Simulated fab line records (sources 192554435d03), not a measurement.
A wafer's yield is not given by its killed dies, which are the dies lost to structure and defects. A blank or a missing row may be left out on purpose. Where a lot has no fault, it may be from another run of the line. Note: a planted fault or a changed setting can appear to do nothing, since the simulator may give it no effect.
fab line records	flow n5_finfet	part 1 of 2: steps 1 to 21 of 33
[record] lots = 5	wafers = 15	last_day = 19
route steps=1938 shown SDB@365 DUMMY_REMOVAL@377 HKMG_FIN@385
lots that met no fault: taken from a fault-free run of the same line
start_h: hours from the record's first day to the start of the lot's first wafer shown	wait_h: how many hours have passed since the lot's step before this one	" as in the row above	L1.1+2: a row that stands for several wafers	- no value present, or no start provided	* or withheld: withheld	< > ~ a bound
route shown NAME@n: NAME is a module with steps in the file, n the number in the route of the first one	usual: the fault-free wafers' mean and standard deviation	same: alike in all rows	chamber/n: place in a boat	sites: per-site readings	_std_site: standard deviation across them	_edge_site: outer sites' mean less inner sites'	radius_mm: how far each site lies from the wafer's centre	mask NAME#n: copy n	behind: tool/chamber where the wafer was last shaped	hold: the reason the lot was held/the length of the hold in hours/how it ended	device: the transistor (n, p or np) that didn't switch	end of line: at the end of the route, the tests of the same wafers	for a step that has no rows: nothing shown but its recipe	killed: count of dies lost to structure and defects at first sort (not the wafer's yield)	map: dies across one wafer; x = killed, . = not, _ = none there
set.NAME: the setting as run; set.NAME@STEP: as run at that earlier step	model.NAME: the simulator's own value behind a step, which no gauge read
certain route steps with their lots: each step a table, each wafer a row
services: the hour from which a tool's chamber was out of use, counted from the record's first day as start_h (under 0 if before that day), plus the number of hours and why
[[steps]]
[step N5_SDB_STRIP_22]
[recipe] chemistry = N2/H2	power_w = 1000	temp_c = 250	h2_frac = 0.65	overash_fraction = 0.3	pressure_mtorr = withheld	n2_flow_sccm = 1750	h2_flow_sccm = 3250
[usual] drypump_motor_current_A = 6.19/0.22	heater_power_w = 354/33	oes_product_au = 0.714/0.0048	strip_time_to_endpoint_s = 96.3/0.44
lot.wafer	tool	chamber	start_h	wait_h	drypump_motor_current_A	heater_power_w	oes_product_au	rf_hours_counter_h	strip_time_to_endpoint_s
L081.1	plasma_asher-02	1	109.64	0.1	6.55	383	0.715	104	95.9
L081.3	"	1	"	"	6.55	390	0.712	-	95.8
L081.6	"	0	"	"	5.96	303	0.710	-	95.5
L086.1	plasma_asher-02	0	166.79	0.1	5.96	309	0.725	111	95.9
L086.2	"	1	"	"	6.52	384	0.727	111	96.5
L086.5	"	0	"	"	5.97	315	0.717	-	96.0
L090.1	plasma_asher-02	0	171.73	0.1	5.96	308	0.718	112	96.6
L090.2	"	1	"	"	6.54	388	0.712	112	96.0
L090.5	"	0	"	"	5.99	306	0.706	-	96.2
L093.2	plasma_asher-01	1	199.45	0.1	6.12	364	0.719	55	96.5
L093.3	"	1	"	"	6.12	356	0.716	-	96.4
L093.4	"	0	"	"	6.13	368	0.718	-	96.6
L097.4	plasma_asher-02	0	216.81	0.1	5.95	308	0.715	-	96.0
L097.5	"	1	"	"	6.53	390	0.711	-	96.0
L097.6	"	0	"	"	5.95	303	0.717	-	96.3
[step N5_SDB_PRECLEAN_23]
[recipe] chemistry = dHF	time_s = 30	temp_c = 25	dilution = withheld
lot.wafer	tool	chamber	start_h	wait_h
L081.1+3+6	wet_bench-01	1,5,3	109.79	0.1
L086.1+2+5	wet_bench-03	5,2,3	166.94	0.1
L090.1+2+5	wet_bench-01	2,6,5	171.89	0.1
L093.2+3+4	wet_bench-02	7,1,2	199.59	0.1
L097.4+5+6	wet_bench-03	2,6,1	216.91	0.1
[step N5_SDB_DUMMY_REMOVE_24]
[recipe] chemistry = TMAH	temp_c = 70	target = poly-Si	stop_on = SiO2	target_depth_nm = 142	conc_wt_pct = 5	time_s = 57	dry = ipa_marangoni	rinse_time_s = 30	rinse_temp_c = 23
[usual] conc_wt_pct = 5.00/0.048
lot.wafer	tool	chamber	start_h	wait_h	conc_wt_pct
L081.1	wet_bench-01	1	109.80	0.0	5.14
L081.3	"	5	"	"	5.03
L081.6	"	3	"	"	5.04
L086.1	wet_bench-03	5	166.95	0.0	5.01
L086.2	"	2	"	"	4.96
L086.5	"	3	"	"	5.01
L090.1	wet_bench-01	2	171.90	0.0	5.02
L090.2	"	6	"	"	5.00
L090.5	"	5	"	"	5.06
L093.2	wet_bench-02	7	199.60	0.0	5.01
L093.3	"	1	"	"	4.97
L093.4	"	2	"	"	4.98
L097.4	wet_bench-03	2	216.93	0.0	5.06
L097.5	"	6	"	"	4.98
L097.6	"	1	"	"	4.98
[step N5_SDB_ETCH_25]
[recipe] chemistry = C4F6/O2	target = SiO2	target_depth_a = 100	time_s = 3.3	ion_energy_ev = 250	mask_material = SiNx	pressure_mtorr = 30	source_w = 345	bias_w = 185	Ar_flow_sccm = 300	C4F6_flow_sccm = 10	O2_flow_sccm = 10
[usual] O2_flow_sccm = 9.998/0.029	bias_w = 185.0/0.55	drypump_motor_current_A = 5.6/0.49	oes_product_au = 0.79/0.079	rf_vpp_V = 675/16	showerhead_plenum_p_Torr = 2.88/0.096	throttle_valve_pct = 21.14/0.26
lot.wafer	tool	chamber	start_h	wait_h	O2_flow_sccm	bias_w	drypump_motor_current_A	oes_product_au	rf_hours_counter_h	rf_vpp_V	showerhead_plenum_p_Torr	throttle_valve_pct
L081.1	rie_diel-04	0	110.17	0.3	9.960	184.4	4.7	0.86	52	697	2.89	20.97
L081.3	"	3	"	"	9.986	184.4	5.8	0.80	130	662	2.74	21.32
L081.6	"	0	"	"	9.977	185.1	4.7	0.87	-	696	2.89	20.95
L086.1	rie_diel-06	1	167.04	0.1	9.981	185.0	5.8	0.77	137	689	2.75	21.26
L086.2	"	2	"	"	10.033	185.6	5.0	0.69	234	678	2.79	20.74
L086.5	"	3	"	"	10.012	185.9	6.0	0.79	-	657	2.98	21.25
L090.1	rie_diel-05	2	171.96	0.0	9.972	185.5	5.2	0.95	14	663	3.01	20.69
L090.2	"	1	"	"	10.012	185.4	5.2	0.70	246	690	2.94	21.65
L090.5	"	1	"	"	10.028	184.3	5.1	0.70	-	689	2.94	21.64
L093.2	rie_diel-06	2	199.66	0.0	10.010	184.4	5.0	0.67	246	678	2.79	20.74
L093.3	"	3	"	"	9.999	185.2	6.0	0.77	127	657	2.97	21.27
L093.4	"	3	"	"	10.003	185.5	6.1	0.78	-	659	2.97	21.28
L097.4	rie_diel-04	0	217.41	0.4	10.026	185.5	4.8	0.82	89	694	2.88	21.02
L097.5	"	1	"	"	9.979	185.7	5.9	0.74	-	693	2.93	20.90
L097.6	"	0	"	"	9.971	184.6	4.8	0.82	-	697	2.88	21.02
[step N5_SDB_CUT_ETCH_26]
[recipe] chemistry = HBr/Cl2/O2	target = Si	target_depth_a = 1296	bt_time_s = 20	mask_material = SiNx	time_s = 51.8	ion_energy_ev = *	bias_w = *	pressure_mtorr = 10	icp_w = 800	HBr_flow_sccm = 150	Cl2_flow_sccm = 80	O2_flow_sccm = 12
[usual] HBr_flow_sccm = 150.0/0.44	O2_flow_sccm = 12.01/0.036	bias_w = *	drypump_motor_current_A = 5.9/0.34	oes_product_au = 0.998/0.015	throttle_valve_pct = 37.24/0.29
lot.wafer	tool	chamber	start_h	wait_h	HBr_flow_sccm	O2_flow_sccm	bias_w	drypump_motor_current_A	oes_product_au	rf_hours_counter_h	throttle_valve_pct
L081.1	rie_si-01	1	110.25	0.1	149.9	11.99	*	5.8	1.002	26	37.62
L081.3	"	0	"	"	149.8	11.95	*	5.5	1.015	30	37.13
L081.6	"	2	"	"	150.1	11.98	*	5.8	0.979	-	36.92
L086.1	rie_si-05	2	167.12	0.1	149.8	11.98	*	6.5	1.014	110	36.78
L086.2	"	0	"	"	149.6	12.03	*	6.7	0.998	45	37.88
L086.5	"	0	"	"	150.1	11.97	*	6.6	0.998	-	37.90
L090.1	rie_si-04	3	172.04	0.1	150.1	12.01	*	6.1	0.989	176	37.02
L090.2	"	2	"	"	149.8	12.02	*	5.6	1.017	20	37.05
L090.5	"	1	"	"	150.5	12.02	*	5.7	0.980	-	37.39
L093.2	rie_si-04	2	199.75	0.1	150.4	12.05	*	5.5	1.024	20	37.07
L093.3	"	0	"	"	149.2	12.00	*	5.8	0.997	6	37.38
L093.4	"	3	"	"	149.2	11.98	*	6.0	0.989	177	37.01
L097.4	rie_si-01	0	217.49	0.1	149.8	12.02	*	5.5	1.014	32	37.14
L097.5	"	2	"	"	150.3	12.03	*	5.8	0.974	-	36.92
L097.6	"	3	"	"	150.3	11.98	*	6.1	0.981	-	37.46
[step N5_SDB_PRECLEAN_38]
[recipe] chemistry = dHF	time_s = 10	dilution = 750:1	temp_c = 25
lot.wafer	tool	chamber	start_h	wait_h
L081.1+3+6	wet_bench-02	5,7,2	110.37	0.1
L086.1+2+5	wet_bench-01	5,4,1	167.24	0.1
L090.1+2+5	wet_bench-03	6,4,2	172.16	0.1
L093.2+3+4	wet_bench-01	2,6,5	199.87	0.1
L097.4+5+6	wet_bench-01	6,7,4	217.61	0.1
[step N5_SDB_PRECLEAN_39]
[recipe] chemistry = O3/DIW	time_s = 45	temp_c = 22	o3_ppm = 10
lot.wafer	tool	chamber	start_h	wait_h
L081.1+3+6	wet_bench-02	5,7,2	110.37	0.0
L086.1+2+5	wet_bench-01	5,4,1	167.25	0.0
L090.1+2+5	wet_bench-03	6,4,2	172.17	0.0
L093.2+3+4	wet_bench-01	2,6,5	199.87	0.0
L097.4+5+6	wet_bench-01	6,7,4	217.61	0.0
[step N5_SDB_SRD_28]
[recipe] dry = ipa_marangoni	time_s = 30	temp_c = 23	rinse_liquid = diw
lot.wafer	tool	chamber	start_h	wait_h
L081.1+3+6	wet_bench-02	5,7,2	110.39	0.0
L086.1+2+5	wet_bench-01	5,4,1	167.26	0.0
L090.1+2+5	wet_bench-03	6,4,2	172.18	0.0
L093.2+3+4	wet_bench-01	2,6,5	199.88	0.0
L097.4+5+6	wet_bench-01	6,7,4	217.63	0.0
[step N5_SDB_ALD_29]
[recipe] material = SiNx	target_thk_a = 300	temp_c = 400	ald_precursor_family = SiH2I2	ald_co_reactant = N2/H2-plasma	pulse_time_s = 1	ald_cycles = 600	purge_time_s = 2	co_reactant_purge_time_s = 2	pressure_torr = 2
[usual] heater_power_w = 837/96	precursor_pulse_height_rel = 0.999/0.019
lot.wafer	tool	chamber	start_h	wait_h	heater_power_w	precursor_pulse_height_rel
L081.1	ald_sin-03	1	110.43	0.0	769	0.955
L081.3	"	2	"	"	806	1.000
L081.6	"	2	111.79	1.4	760	1.004
L086.1	ald_sin-03	2	170.19	2.9	797	0.992
L086.2	"	1	"	"	786	0.995
L086.5	"	2	171.54	4.3	779	0.976
L090.1	ald_sin-04	3	173.21	1.0	798	1.011
L090.2	"	1	"	"	846	0.997
L090.5	"	0	174.56	2.4	711	1.010
L093.2	ald_sin-03	1	199.93	0.0	786	0.986
L093.3	"	0	"	"	781	1.030
L093.4	"	3	"	"	840	0.987
L097.4	ald_sin-03	3	217.67	0.0	848	1.007
L097.5	"	0	219.03	1.4	782	0.992
L097.6	"	1	"	"	773	0.984
[step N5_SDB_CMP_30]
[recipe] stop_on = poly-Si	t_overpolish_s = 1.54	post_cmp_clean = alkaline_brush	down_force_psi = 4.1491	platen_rpm = 51.796	pad_velocity_m_s = 1.0306	target_thk_nm = 30
[usual] motor_current_A = 12.4/1.3	overpolish_run_s = 1.539/0.0095	pad_life_wafers = 1090/600	time_to_endpoint_s = 17.7/2.3
lot.wafer	tool	chamber	start_h	wait_h	motor_current_A	overpolish_run_s	pad_life_wafers	time_to_endpoint_s
L081.3	cmp-04	2	113.17	1.4	14.3	1.540	1968	15.3
L081.1	"	0	"	"	11.6	1.544	1970	15.9
L081.6	"	2	"	"	14.2	1.545	-	12.6
L086.1	cmp-04	1	172.92	1.4	13.2	1.548	354	18.7
L086.2	"	0	"	"	11.6	1.541	357	14.7
L086.5	"	2	"	"	14.6	1.538	-	17.2
L090.2	cmp-04	1	175.94	1.4	13.9	1.527	378	18.1
L090.1	"	2	"	"	14.9	1.526	379	15.5
L090.5	"	2	"	"	14.6	1.543	-	15.9
L093.3	cmp-01	1	202.66	1.4	12.2	1.527	1884	15.8
L093.4	"	3	"	"	12.6	1.538	1886	19.0
L093.2	"	0	"	"	10.1	1.532	1887	15.1
L097.4	cmp-01	3	220.41	1.4	12.9	1.551	2034	17.5
L097.5	"	3	"	"	12.9	1.550	-	20.2
L097.6	"	0	"	"	10.5	1.540	-	15.8
[step N5_SDB_THK_MEAS_31]
[recipe] reads = a-Si_of_DUMMY_GATE_CVD_03
[usual] SDB_THK = 64.4/1.1
lot.wafer	tool	chamber	start_h	wait_h	SDB_THK[nm]
L081.1	film_metro-01	-	113.46	-	62.4
L081.3	"	-	"	"	64.1
L081.6	"	-	"	"	62.0
L086.1	film_metro-02	-	173.22	-	63.8
L086.2	"	-	"	"	65.3
L086.5	"	-	"	"	65.1
L090.1	film_metro-02	-	176.24	-	62.8
L090.2	"	-	"	"	63.3
L090.5	"	-	"	"	63.3
L093.2	film_metro-02	-	202.96	-	65.5
L093.3	"	-	"	"	65.1
L093.4	"	-	"	"	64.0
L097.4	film_metro-01	-	220.70	-	64.9
L097.5	"	-	"	"	64.2
L097.6	"	-	"	"	64.3
[step N5_SDB_INSPECT_36]
[recipe] inspect_instrument = darkfield	mode = post_cmp
[usual] raw_defect_count = 36/14
lot.wafer	tool	chamber	start_h	wait_h	raw_defect_count
L081.1	defect_inspect-02	-	113.49	0.0	23
L081.3	"	-	"	"	20
L081.6	"	-	"	"	28
L086.1	defect_inspect-02	-	173.24	0.0	35
L086.2	"	-	"	"	58
L086.5	"	-	"	"	27
L090.1	defect_inspect-01	-	176.26	0.0	29
L090.2	"	-	"	"	16
L090.5	"	-	"	"	27
L093.2	defect_inspect-02	-	202.99	0.0	19
L093.3	"	-	"	"	34
L093.4	"	-	"	"	29
L097.4	defect_inspect-02	-	220.73	0.0	23
L097.5	"	-	"	"	35
L097.6	"	-	"	"	59
[step N5_DUMMY_REMOVAL_HM_STRIP_01]
[recipe] chemistry = CH3F/O2	material = SiNx	target_depth_a = 40	stop_on = poly-Si	time_s = 6.8	over_etch_frac = 0.3	ion_energy_ev = 60	power_w = 410	bias_w = 29	Ar_flow_sccm = 150	CH3F_flow_sccm = 30	O2_flow_sccm = 20
[usual] O2_flow_sccm = 20.00/0.066	bias_w = 29.01/0.079	drypump_motor_current_A = 5.8/0.5	oes_product_au = 0.65/0.071	rf_vpp_V = 127.4/0.98	showerhead_plenum_p_Torr = 2.01/0.053	throttle_valve_pct = 16.24/0.29
[same] over_etch_frac = 0.3
lot.wafer	tool	chamber	start_h	wait_h	O2_flow_sccm	bias_w	drypump_motor_current_A	oes_product_au	rf_hours_counter_h	rf_vpp_V	showerhead_plenum_p_Torr	throttle_valve_pct
L081.1	rie_diel-01	1	113.52	0.0	20.02	28.98	5.8	0.77	11	128.3	2.12	15.70
L081.3	"	3	"	"	20.03	29.04	5.4	0.56	234	127.6	1.98	16.36
L081.6	"	1	"	"	19.95	29.04	5.8	0.76	-	127.6	2.12	15.69
L086.1	rie_diel-01	2	173.28	0.0	20.10	28.91	5.7	0.70	35	127.5	2.04	16.16
L086.2	"	1	"	"	20.08	28.94	5.8	0.73	29	129.6	2.12	15.71
L086.5	"	0	"	"	19.93	28.99	6.4	0.67	-	128.2	2.01	16.02
L090.1	rie_diel-03	1	176.30	0.0	20.10	28.96	6.0	0.60	168	128.9	2.07	16.73
L090.2	"	0	"	"	20.06	29.00	4.9	0.64	135	128.1	2.01	16.09
L090.5	"	1	"	"	20.11	28.93	6.0	0.60	-	128.0	2.07	16.72
L093.2	rie_diel-03	2	203.27	0.3	20.06	29.10	5.8	0.61	147	126.9	2.01	16.23
L093.3	"	1	"	"	19.98	29.12	6.0	0.59	176	127.7	2.07	16.74
L093.4	"	0	"	"	20.02	28.98	4.9	0.63	144	128.0	2.01	16.12
L097.4	rie_diel-02	0	220.76	0.0	20.02	28.81	5.6	0.72	27	127.9	1.96	16.13
L097.5	"	0	"	"	19.91	28.86	5.6	0.73	-	125.4	1.96	16.16
L097.6	"	3	"	"	20.07	29.14	6.2	0.56	-	127.4	1.91	16.54
[step N5_DUMMY_REMOVAL_STRIP_10]
[recipe] chemistry = N2/H2	time_s = 40	power_w = 100	temp_c = 40	pressure_mtorr = 100	rf_frequency_hz = 6e+07	bias_power_w = 3	n2_flow_sccm = 300	h2_flow_sccm = 300
[usual] bias_power_w = 3.000/0.0088	drypump_motor_current_A = 5.8/0.5	oes_product_au = 0.81/0.094	rf_vpp_V = 45.2/0.88	showerhead_plenum_p_Torr = 3.40/0.098	throttle_valve_pct = 12.11/0.29
lot.wafer	tool	chamber	start_h	wait_h	bias_power_w	drypump_motor_current_A	oes_product_au	rf_hours_counter_h	rf_vpp_V	showerhead_plenum_p_Torr	throttle_valve_pct
L081.1	rie_diel-01	1	113.56	0.0	3.000	5.8	0.95	11	45.3	3.59	11.62
L081.3	"	3	"	"	3.017	5.4	0.70	234	44.5	3.31	12.17
L081.6	"	1	"	"	2.997	5.8	0.96	-	45.8	3.59	11.60
L086.1	rie_diel-01	2	173.31	0.0	3.007	5.7	0.88	35	44.7	3.46	12.02
L086.2	"	1	"	"	3.003	5.8	0.91	29	44.8	3.58	11.66
L086.5	"	0	"	"	2.997	6.4	0.83	-	44.3	3.41	12.01
L090.1	rie_diel-03	1	176.33	0.0	2.997	6.0	0.73	168	44.4	3.50	12.61
L090.2	"	0	"	"	3.010	5.0	0.79	135	46.1	3.38	11.99
L090.5	"	1	"	"	2.996	6.0	0.74	-	45.0	3.50	12.59
L093.2	rie_diel-03	2	203.30	0.0	2.994	5.8	0.75	147	45.9	3.39	12.18
L093.3	"	1	"	"	3.012	6.1	0.73	176	46.3	3.49	12.63
L093.4	"	0	"	"	3.005	4.9	0.77	144	46.0	3.37	12.00
L097.4	rie_diel-02	0	220.80	0.0	2.996	5.6	0.92	27	45.9	3.30	11.86
L097.5	"	0	"	"	2.996	5.6	0.91	-	45.0	3.30	11.88
L097.6	"	3	"	"	3.010	6.2	0.68	-	45.9	3.22	12.51
[step N5_DUMMY_REMOVAL_PRECLEAN_07]
[recipe] chemistry = dHF	time_s = 30	temp_c = 25	dilution = withheld
lot.wafer	tool	chamber	start_h	wait_h
L081.1+3+6	wet_bench-05	6,3,2	113.65	0.1
L086.1+2+5	wet_bench-04	5,3,7	173.40	0.1
L090.1+2+5	wet_bench-04	0,6,3	176.42	0.1
L093.2+3+4	wet_bench-05	7,1,2	203.39	0.1
L097.4+5+6	wet_bench-06	1,5,2	220.89	0.1
[step N5_DUMMY_REMOVAL_DUMMY_REMOVE_02]
[recipe] chemistry = TMAH	temp_c = 70	target = poly-Si	stop_on = SiO2	target_depth_nm = 142	conc_wt_pct = 5	time_s = 57	dry = ipa_marangoni	rinse_time_s = 30	rinse_temp_c = 23
[usual] conc_wt_pct = 5.01/0.055
lot.wafer	tool	chamber	start_h	wait_h	conc_wt_pct
L081.1	wet_bench-05	6	113.66	0.0	4.99
L081.3	"	3	"	"	4.86
L081.6	"	2	"	"	4.95
L086.1	wet_bench-04	5	173.42	0.0	4.99
L086.2	"	3	"	"	5.01
L086.5	"	7	"	"	4.92
L090.1	wet_bench-04	0	176.43	0.0	5.06
L090.2	"	6	"	"	5.00
L090.5	"	3	"	"	4.92
L093.2	wet_bench-05	7	203.41	0.0	5.10
L093.3	"	1	"	"	5.04
L093.4	"	2	"	"	4.98
L097.4	wet_bench-06	1	220.90	0.0	4.90
L097.5	"	5	"	"	5.02
L097.6	"	2	"	"	5.11
[step N5_DUMMY_REMOVAL_INSPECT_06]
[recipe] inspect_instrument = brightfield	mode = aei
[usual] raw_defect_count = 13/6.3
lot.wafer	tool	chamber	start_h	wait_h	raw_defect_count
L081.1	defect_inspect-02	-	113.72	0.0	10
L081.3	"	-	"	"	11
L081.6	"	-	"	"	8
L086.1	defect_inspect-02	-	173.47	0.0	7
L086.2	"	-	"	"	9
L086.5	"	-	"	"	14
L090.1	defect_inspect-01	-	176.49	0.0	8
L090.2	"	-	"	"	16
L090.5	"	-	"	"	18
L093.2	defect_inspect-02	-	203.46	0.0	8
L093.3	"	-	"	"	9
L093.4	"	-	"	"	6
L097.4	defect_inspect-02	-	220.96	0.0	19
L097.5	"	-	"	"	12
L097.6	"	-	"	"	9
[step N5_DUMMY_REMOVAL_PRECLEAN_08]
[recipe] chemistry = NF3:NH3	afs_cycles = 2	temp_c = 30	time_s = 20	sublimation_temp_c = 180	sublimation_time_s = 60	pressure_torr = 3	rf_power_w = 30
[usual] rf_power_w = 29.99/0.094
[same] afs_cycles = 2
lot.wafer	tool	chamber	start_h	wait_h	rf_power_w
L081.1	remote_plasma-02	1	113.75	0.0	29.99
L081.3	"	1	"	"	29.85
L081.6	"	1	"	"	30.03
L086.1	remote_plasma-02	0	173.51	0.0	30.05
L086.2	"	0	"	"	29.99
L086.5	"	0	"	"	30.07
L090.1	remote_plasma-01	0	176.53	0.0	30.03
L090.2	"	0	"	"	29.94
L090.5	"	0	"	"	30.02
L093.2	remote_plasma-01	0	203.53	0.1	30.01
L093.3	"	0	"	"	29.97
L093.4	"	0	"	"	30.20
L097.4	remote_plasma-01	1	221.09	0.1	29.97
L097.5	"	1	"	"	29.81
L097.6	"	1	"	"	29.73
[step N5_DUMMY_REMOVAL_PRECLEAN_04]
[recipe] chemistry = DHF	time_s = 37	temp_c = 25	dilution = 500:1
lot.wafer	tool	chamber	start_h	wait_h
L081.1+3+6	wet_bench-05	4,7,0	113.96	0.2
L086.1+2+5	wet_bench-06	3,1,4	173.72	0.2
L090.1+2+5	wet_bench-04	0,3,6	176.74	0.2
L093.2+3+4	wet_bench-05	3,0,6	203.71	0.2
L097.4+5+6	wet_bench-05	1,2,4	221.21	0.1
[step N5_DUMMY_REMOVAL_SRD_05]
[recipe] dry = ipa_marangoni	do_ppb = 5	time_s = 30	temp_c = 23	rinse_liquid = diw
lot.wafer	tool	chamber	start_h	wait_h
L081.1+3+6	wet_bench-05	4,7,0	113.98	0.0
L086.1+2+5	wet_bench-06	3,1,4	173.73	0.0
L090.1+2+5	wet_bench-04	0,3,6	176.75	0.0
L093.2+3+4	wet_bench-05	3,0,6	203.72	0.0
L097.4+5+6	wet_bench-05	1,2,4	221.22	0.0
[step N5_HKMG_FIN_IL_REGROW_00]
[recipe] material = SiO2	target_thk_a = 7.5	chemistry = O3	temp_c = withheld	time_s = 30
lot.wafer	tool	chamber	start_h	wait_h
L081.1+3+6	ald_hk-01	2,3,0	114.02	0.0
L086.1+2+5	ald_hk-02	1,0,0	173.78	0.0
L090.1+2+5	ald_hk-03	2,3,0	176.80	0.0
L093.2+3+4	ald_hk-03	3,2,0	203.77	0.0
L097.4+5+6	ald_hk-02	0,2,1	221.27	0.0
